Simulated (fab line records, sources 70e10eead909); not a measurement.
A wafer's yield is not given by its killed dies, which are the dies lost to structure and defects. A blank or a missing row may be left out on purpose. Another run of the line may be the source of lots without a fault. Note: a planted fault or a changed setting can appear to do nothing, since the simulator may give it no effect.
Matching of chambers    flow nand_harc    NHARC_A_STAIRCASE_DEP_301 on pecvd-01: 3 sister chambers
The step deposits SiON, target thk 30 nm. 3 wafers are shown with their chamber, then 9 later ones without.

## WAFERS, EACH WITH ITS CHAMBER
wafer   chamber  heater_power_w (W)
L088.4  1        785
L088.5  0        715
L088.6  2        598

## WAFERS WITH NO CHAMBER GIVEN
wafer   heater_power_w (W)
L091.2  740
L091.3  786
L091.6  728
L095.1  646
L095.4  805
L095.5  692
L097.2  675
L097.4  683
L097.5  743

## WHICH CHAMBER EACH ONE RAN IN
wafer   from the rows above      in truth
L091.2  can't be placed: 0 or 1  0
L091.3  1                        1
L091.6  can't be placed: 0 or 1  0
L095.1  can't be placed: 2 or 0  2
L095.4  1                        1
L095.5  0                        0
L097.2  can't be placed: 0 or 2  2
L097.4  can't be placed: 0 or 2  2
L097.5  can't be placed: 0 or 1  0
Correctly placed: 3 of 9. Unplaceable from these rows: 6, with the true chamber sitting among the candidates in 6. Wrongly placed: 0.
How it was worked out, from the rows above alone: a wafer's distance from a chamber is the root of the sum, over the readings, of the square of ((its reading less the chamber's mean) divided by the reading's scatter). If the next closest chamber is less than 2 further off than the closest, the wafer can't be placed; otherwise it belongs to the closest. For every chamber, the mean is computed from those of its wafers that are shown. The scatter: root of mean squared gap, hidden wafer to nearest shown wafer, with one shown wafer a chamber.
